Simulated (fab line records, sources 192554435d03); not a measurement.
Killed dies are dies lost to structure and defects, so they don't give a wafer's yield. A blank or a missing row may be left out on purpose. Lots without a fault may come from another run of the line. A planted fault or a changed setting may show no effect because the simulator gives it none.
Chamber matching | flow n5_finfet | N5_FIN_SAQP_HM_DEP_72 on pecvd-04: 3 sister chambers
The step deposits SiO2 from SiH4/N2O, target thk 12 nm, time 7.2 s. 22 wafers are shown with their chamber, then 11 later ones without.

WAFERS WITH THEIR CHAMBER
wafer  | chamber | showerhead_plenum_p_Torr (Torr) | heater_power_w (W) | rf_fwd_power_W (W)
L074.3 | 0       | 8.02                            | 975                | 274.0
L074.4 | 2       | 8.22                            | 912                | 270.4
L074.5 | 0       | 8.02                            | 983                | 273.6
L076.2 | 1       | 7.89                            | 861                | 274.0
L076.5 | 0       | 8.03                            | 1000               | 273.3
L076.6 | 2       | 8.22                            | 916                | 272.6
L077.2 | 2       | 8.22                            | 900                | 271.3
L077.3 | 0       | 8.04                            | 1028               | 272.8
L077.6 | 1       | 7.88                            | 821                | 273.2
L081.1 | 2       | 8.21                            | 900                | 272.0
L081.2 | 0       | 8.02                            | 1001               | 273.7
L081.6 | 2       | 8.21                            | 884                | 273.2
L083.1 | 1       | 7.89                            | 879                | 273.4
L083.2 | 2       | 8.23                            | 998                | 270.9
L083.5 | 2       | 8.22                            | 991                | 272.5
L084.1 | 1       | 7.88                            | 768                | 273.8
L084.3 | 2       | 8.21                            | 990                | 270.8
L084.5 | 2       | 8.20                            | 998                | 270.7
L091.3 | 1       | 7.88                            | 869                | 273.3
L091.4 | 1       | 7.88                            | 864                | 272.6
L091.6 | 0       | 8.04                            | 917                | 272.7
L092.3 | 1       | 7.88                            | 809                | 271.9

SIGNATURES (means of the wafers above)
reading                  | chamber 0 | chamber 1 | chamber 2 | scatter within a chamber
showerhead_plenum_p_Torr | 8.0283    | 7.8829    | 8.2156    | 0.00811
heater_power_w           | 984.00    | 838.71    | 943.22    | 43.7
rf_fwd_power_W           | 273.350   | 273.171   | 271.600   | 0.809
Rule: a wafer's distance from a chamber is the root of the sum, over the readings, of the square of ((its reading less the chamber's mean) divided by the reading's scatter). The wafer belongs to the nearest chamber; if the next one is less than 2 further off, it can't be placed. The scatter: the root of (the sum of the squares of (reading less its chamber's mean) over the shown wafers, divided by (wafers less chambers)).

WAFERS WITHOUT THEIR CHAMBER
wafer  | showerhead_plenum_p_Torr (Torr) | heater_power_w (W) | rf_fwd_power_W (W)
L092.5 | 8.21                            | 978                | 270.8
L092.6 | 7.90                            | 801                | 273.5
L094.1 | 7.90                            | 763                | 272.9
L094.3 | 8.02                            | 1049               | 271.8
L094.4 | 8.20                            | 948                | 272.4
L095.1 | 7.88                            | 832                | 273.4
L095.3 | 8.03                            | 936                | 273.4
L095.6 | 7.90                            | 857                | 273.8
L096.1 | 8.02                            | 1045               | 273.4
L096.5 | 8.02                            | 1040               | 273.9
L096.6 | 7.89                            | 846                | 271.8

WHICH CHAMBER EACH WENT THROUGH
wafer  | from the rows above | in truth
L092.5 | 2                   | 2
L092.6 | 1                   | 1
L094.1 | 1                   | 1
L094.3 | 0                   | 0
L094.4 | 2                   | 2
L095.1 | 1                   | 1
L095.3 | 0                   | 0
L095.6 | 1                   | 1
L096.1 | 0                   | 0
L096.5 | 0                   | 0
L096.6 | 1                   | 1
Placed correctly: 11 of 11. Can't be placed from these rows: 0. Placed wrongly: 0.
